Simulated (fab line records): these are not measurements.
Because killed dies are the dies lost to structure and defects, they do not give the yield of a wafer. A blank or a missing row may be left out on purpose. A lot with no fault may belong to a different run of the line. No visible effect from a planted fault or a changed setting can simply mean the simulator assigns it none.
The tool behind it: which one? / flow nand_harc / 39 wafers from 13 lots sampled at 5 of the route's 1302 steps

WHAT EACH GAUGE READ, for each wafer
NHARC_THIN_TSV_THK_MEAS_02: measures by ir.
lot=L428; measured=day 24 04:37; on=film_metro-02; thk_nm (nm)=2908 2980 3269
lot=L427; measured=day 24 12:03; on=film_metro-01; thk_nm (nm)=3112 2879 2856
lot=L429; measured=day 24 14:26; on=film_metro-02; thk_nm (nm)=2726 2954 3258
lot=L430; measured=day 24 13:14; on=film_metro-02; thk_nm (nm)=2747 2678 2862
lot=L433; measured=day 26 20:40; on=film_metro-01; thk_nm (nm)=2997 2941 2910
lot=L432; measured=day 26 09:47; on=film_metro-01; thk_nm (nm)=2686 2704 2532
lot=L434; measured=day 27 00:54; on=film_metro-02; thk_nm (nm)=3263 3129 3206
lot=L435; measured=day 27 18:49; on=film_metro-01; thk_nm (nm)=2957 3394 3375
lot=L436; measured=day 27 20:03; on=film_metro-02; thk_nm (nm)=3030 2948 2834
lot=L440; measured=day 28 14:24; on=film_metro-01; thk_nm (nm)=2788 2969 3011
lot=L446; measured=day 32 10:43; on=film_metro-02; thk_nm (nm)=3538 3510 3222
lot=L447; measured=day 32 01:29; on=film_metro-01; thk_nm (nm)=3147 3164 3249
lot=L448; measured=day 32 22:42; on=film_metro-01; thk_nm (nm)=2790 2663 2636

NHARC_END_SORT_01.
lot=L446; measured=day 33 02:43; on=prober-01; killed_at_array=118 68 127; killed_at_other=0 0 0; killed_at_periphery=3 3 0; killed_dies=121 71 127; killed_open=6 1 2; killed_short=2 1 2
lot=L447; measured=day 32 18:41; on=prober-01; killed_at_array=94 148 121; killed_at_other=2 0 2; killed_at_periphery=5 7 6; killed_dies=101 155 129; killed_open=2 1 5; killed_short=2 8 1

TOOL THAT RAN EACH LOT (tool first, then ch and the chambers of the sampled wafers, then the start)
lot=L428; NHARC_A_STAIRCASE_ALD_420=ald_hk-01 ch 1,2,3, day 17 22:35; NHARC_THIN_TSV_ETCHBACK_48=rie_diel-05 ch 1,3, day 24 07:58; NHARC_THIN_TSV_DESCUM_35=rie_diel-05 ch 0,2, day 24 11:47
lot=L427; NHARC_A_STAIRCASE_ALD_420=ald_hk-04 ch 0,1,2, day 18 02:29; NHARC_THIN_TSV_ETCHBACK_48=rie_diel-01 ch 0,1, day 24 15:15; NHARC_THIN_TSV_DESCUM_35=rie_diel-04 ch 0,3, day 24 19:02
lot=L429; NHARC_A_STAIRCASE_ALD_420=ald_hk-01 ch 1,2,3, day 18 05:56; NHARC_THIN_TSV_ETCHBACK_48=rie_diel-01 ch 0,1,2, day 24 17:42; NHARC_THIN_TSV_DESCUM_35=rie_diel-05 ch 1,2,3, day 24 21:31
lot=L430; NHARC_A_STAIRCASE_ALD_420=ald_hk-01 ch 0,1,3, day 18 08:21; NHARC_THIN_TSV_ETCHBACK_48=rie_diel-01 ch 2,3, day 24 16:24; NHARC_THIN_TSV_DESCUM_35=rie_diel-01 ch 0,2, day 24 20:05
lot=L433; NHARC_A_STAIRCASE_ALD_420=ald_hk-01 ch 0,1,3, day 20 02:34; NHARC_THIN_TSV_ETCHBACK_48=rie_diel-05 ch 0,1,3, day 26 23:51; NHARC_THIN_TSV_DESCUM_35=rie_diel-01 ch 0,2,3, day 27 03:45
lot=L432; NHARC_A_STAIRCASE_ALD_420=ald_hk-04 ch 0,1,2, day 20 03:11; NHARC_THIN_TSV_ETCHBACK_48=rie_diel-05 ch 0,2, day 26 13:01; NHARC_THIN_TSV_DESCUM_35=rie_diel-01 ch 2,3, day 26 16:54
lot=L434; NHARC_A_STAIRCASE_ALD_420=ald_hk-04 ch 1,2, day 20 10:42; NHARC_THIN_TSV_ETCHBACK_48=rie_diel-05 ch 1,3, day 27 04:26; NHARC_THIN_TSV_DESCUM_35=rie_diel-05 ch 0,1, day 27 08:32
lot=L435; NHARC_A_STAIRCASE_ALD_420=ald_hk-01 ch 0,1,3, day 21 08:07; NHARC_THIN_TSV_ETCHBACK_48=rie_diel-05 ch 0,1,2, day 27 21:59; NHARC_THIN_TSV_DESCUM_35=rie_diel-01 ch 0,2,3, day 28 01:43
lot=L436; NHARC_A_STAIRCASE_ALD_420=ald_hk-04 ch 0,2,3, day 21 14:04; NHARC_THIN_TSV_ETCHBACK_48=rie_diel-01 ch 1,2,3, day 27 23:13; NHARC_THIN_TSV_DESCUM_35=rie_diel-04 ch 0,1,3, day 28 03:06
lot=L440; NHARC_A_STAIRCASE_ALD_420=ald_hk-04 ch 1,2, day 22 07:08; NHARC_THIN_TSV_ETCHBACK_48=rie_diel-01 ch 0,1, day 28 17:57; NHARC_THIN_TSV_DESCUM_35=rie_diel-01 ch 1,2,3, day 28 21:58
lot=L446; NHARC_A_STAIRCASE_ALD_420=ald_hk-04 ch 0,2, day 25 14:47; NHARC_THIN_TSV_ETCHBACK_48=rie_diel-01 ch 0,2,3, day 32 14:05; NHARC_THIN_TSV_DESCUM_35=rie_diel-01 ch 0,1,3, day 32 17:52
lot=L447; NHARC_A_STAIRCASE_ALD_420=ald_hk-04 ch 0,1,2, day 25 19:18; NHARC_THIN_TSV_ETCHBACK_48=rie_diel-04 ch 0,1,3, day 32 04:41; NHARC_THIN_TSV_DESCUM_35=rie_diel-05 ch 0,2,3, day 32 09:04
lot=L448; NHARC_A_STAIRCASE_ALD_420=ald_hk-03 ch 0,1,2, day 26 14:02; NHARC_THIN_TSV_ETCHBACK_48=rie_diel-05 ch 0,1,2, day 33 02:01; NHARC_THIN_TSV_DESCUM_35=rie_diel-01 ch 1,2,3, day 33 05:59
- NHARC_A_STAIRCASE_ALD_420: deposits SiO2, target thk 20 nm, pulse time 6 s, ald cycles 200.
- NHARC_THIN_TSV_ETCHBACK_48: etches the open film in C4F8/Ar, target depth 1028.5 nm, time 405.17 s.
- NHARC_THIN_TSV_DESCUM_35: chemistry O2, time 3 s.

AS READ BY THE TOOLS THEMSELVES (means over the sampled wafers that have a number; for cases with no such wafer, the mark the record gives instead)
NHARC_A_STAIRCASE_ALD_420.
lot=L428; tool=ald_hk-01; heater_power_w (W)=438; precursor_pulse_height_rel=1.005
lot=L427; tool=ald_hk-04; heater_power_w (W)=456; precursor_pulse_height_rel=0.999
lot=L429; tool=ald_hk-01; heater_power_w (W)=435; precursor_pulse_height_rel=0.997
lot=L430; tool=ald_hk-01; heater_power_w (W)=423; precursor_pulse_height_rel=1.002
lot=L433; tool=ald_hk-01; heater_power_w (W)=425; precursor_pulse_height_rel=0.985
lot=L432; tool=ald_hk-04; heater_power_w (W)=449; precursor_pulse_height_rel=1.021
lot=L434; tool=ald_hk-04; heater_power_w (W)=465; precursor_pulse_height_rel=1.008
lot=L435; tool=ald_hk-01; heater_power_w (W)=419; precursor_pulse_height_rel=0.978
lot=L436; tool=ald_hk-04; heater_power_w (W)=478; precursor_pulse_height_rel=1.001
lot=L440; tool=ald_hk-04; heater_power_w (W)=431; precursor_pulse_height_rel=0.997
lot=L446; tool=ald_hk-04; heater_power_w (W)=487; precursor_pulse_height_rel=1.011
lot=L447; tool=ald_hk-04; heater_power_w (W)=454; precursor_pulse_height_rel=1.005
lot=L448; tool=ald_hk-03; heater_power_w (W)=506; precursor_pulse_height_rel=0.974

NHARC_THIN_TSV_ETCHBACK_48.
lot=L428; tool=rie_diel-05; oes_product_au (a.u.)=0.93; rf_vpp_V (V)=544
lot=L427; tool=rie_diel-01; oes_product_au (a.u.)=1.00; rf_vpp_V (V)=547
lot=L429; tool=rie_diel-01; oes_product_au (a.u.)=0.97; rf_vpp_V (V)=548
lot=L430; tool=rie_diel-01; oes_product_au (a.u.)=0.99; rf_vpp_V (V)=544
lot=L433; tool=rie_diel-05; oes_product_au (a.u.)=0.91; rf_vpp_V (V)=546
lot=L432; tool=rie_diel-05; oes_product_au (a.u.)=0.98; rf_vpp_V (V)=545
lot=L434; tool=rie_diel-05; oes_product_au (a.u.)=0.92; rf_vpp_V (V)=548
lot=L435; tool=rie_diel-05; oes_product_au (a.u.)=0.93; rf_vpp_V (V)=545
lot=L436; tool=rie_diel-01; oes_product_au (a.u.)=0.94; rf_vpp_V (V)=545
lot=L440; tool=rie_diel-01; oes_product_au (a.u.)=0.97; rf_vpp_V (V)=548
lot=L446; tool=rie_diel-01; oes_product_au (a.u.)=1.00; rf_vpp_V (V)=546
lot=L447; tool=rie_diel-04; oes_product_au (a.u.)=0.96; rf_vpp_V (V)=548
lot=L448; tool=rie_diel-05; oes_product_au (a.u.)=0.99; rf_vpp_V (V)=544

NHARC_THIN_TSV_DESCUM_35.
lot=L428; tool=rie_diel-05; drypump_motor_current_A (A)=5.6; mfc_ar_sccm (sccm)=0.017; oes_product_au (a.u.)=1.006; rf_vpp_V (V)=58.7; showerhead_plenum_p_Torr (Torr)=1.89; throttle_valve_pct (%)=11.312
lot=L427; tool=rie_diel-04; drypump_motor_current_A (A)=5.2; mfc_ar_sccm (sccm)=0.000; oes_product_au (a.u.)=0.999; rf_vpp_V (V)=58.9; showerhead_plenum_p_Torr (Torr)=2.02; throttle_valve_pct (%)=11.320
lot=L429; tool=rie_diel-05; drypump_motor_current_A (A)=5.2; mfc_ar_sccm (sccm)=0.014; oes_product_au (a.u.)=1.003; rf_vpp_V (V)=58.1; showerhead_plenum_p_Torr (Torr)=1.89; throttle_valve_pct (%)=11.322
lot=L430; tool=rie_diel-01; drypump_motor_current_A (A)=5.4; mfc_ar_sccm (sccm)=0.004; oes_product_au (a.u.)=0.994; rf_vpp_V (V)=57.8; showerhead_plenum_p_Torr (Torr)=1.97; throttle_valve_pct (%)=11.319
lot=L433; tool=rie_diel-01; drypump_motor_current_A (A)=5.5; mfc_ar_sccm (sccm)=0.011; oes_product_au (a.u.)=0.998; rf_vpp_V (V)=57.5; showerhead_plenum_p_Torr (Torr)=1.90; throttle_valve_pct (%)=11.311
lot=L432; tool=rie_diel-01; drypump_motor_current_A (A)=5.8; mfc_ar_sccm (sccm)=0.015; oes_product_au (a.u.)=1.002; rf_vpp_V (V)=57.7; showerhead_plenum_p_Torr (Torr)=1.90; throttle_valve_pct (%)=11.308
lot=L434; tool=rie_diel-05; drypump_motor_current_A (A)=5.5; mfc_ar_sccm (sccm)=0.002; oes_product_au (a.u.)=0.992; rf_vpp_V (V)=57.3; showerhead_plenum_p_Torr (Torr)=1.82; throttle_valve_pct (%)=11.311
lot=L435; tool=rie_diel-01; drypump_motor_current_A (A)=5.5; mfc_ar_sccm (sccm)=0.011; oes_product_au (a.u.)=0.994; rf_vpp_V (V)=57.4; showerhead_plenum_p_Torr (Torr)=1.90; throttle_valve_pct (%)=11.312
lot=L436; tool=rie_diel-04; drypump_motor_current_A (A)=5.3; mfc_ar_sccm (sccm)=0.000; oes_product_au (a.u.)=0.999; rf_vpp_V (V)=58.0; showerhead_plenum_p_Torr (Torr)=1.93; throttle_valve_pct (%)=11.315
lot=L440; tool=rie_diel-01; drypump_motor_current_A (A)=5.7; mfc_ar_sccm (sccm)=0.013; oes_product_au (a.u.)=0.992; rf_vpp_V (V)=57.5; showerhead_plenum_p_Torr (Torr)=1.88; throttle_valve_pct (%)=11.316
lot=L446; tool=rie_diel-01; drypump_motor_current_A (A)=5.3; mfc_ar_sccm (sccm)=0.010; oes_product_au (a.u.)=1.001; rf_vpp_V (V)=58.1; showerhead_plenum_p_Torr (Torr)=1.88; throttle_valve_pct (%)=11.302
lot=L447; tool=rie_diel-05; drypump_motor_current_A (A)=5.4; mfc_ar_sccm (sccm)=0.016; oes_product_au (a.u.)=0.997; rf_vpp_V (V)=58.2; showerhead_plenum_p_Torr (Torr)=1.92; throttle_valve_pct (%)=11.315
lot=L448; tool=rie_diel-01; drypump_motor_current_A (A)=5.7; mfc_ar_sccm (sccm)=0.013; oes_product_au (a.u.)=0.992; rf_vpp_V (V)=57.3; showerhead_plenum_p_Torr (Torr)=1.88; throttle_valve_pct (%)=11.304

THE ANSWER, worked out from the rows above alone
Rule: usual is defined by the lots themselves. The widest of any qualifying gaps counts: lots, ordered by their means at a reading, are off when they make up no more than a third of the lots, leave a main group of 4 or more, and stand apart from it by 3 or more times the standard deviation of that group's means. A main group is skipped when, at the precision printed for the reading in the tables above, its means are all equal. Also off: a lot with no number at a reading for which 4 or more lots have one. Where the step has rows for the other lots, those lots are counted as sound. After the gauges, taken in route order, come the tools' own readings; for these a lot's mean is taken, as printed above. The first step at which some lot is off is used, and at that step the reading that is off furthest; a lot without a number counts as furthest.
No lot is off at any reading shown: from this, nothing can be told.

WHAT THE SIMULATOR HAD PUT IN
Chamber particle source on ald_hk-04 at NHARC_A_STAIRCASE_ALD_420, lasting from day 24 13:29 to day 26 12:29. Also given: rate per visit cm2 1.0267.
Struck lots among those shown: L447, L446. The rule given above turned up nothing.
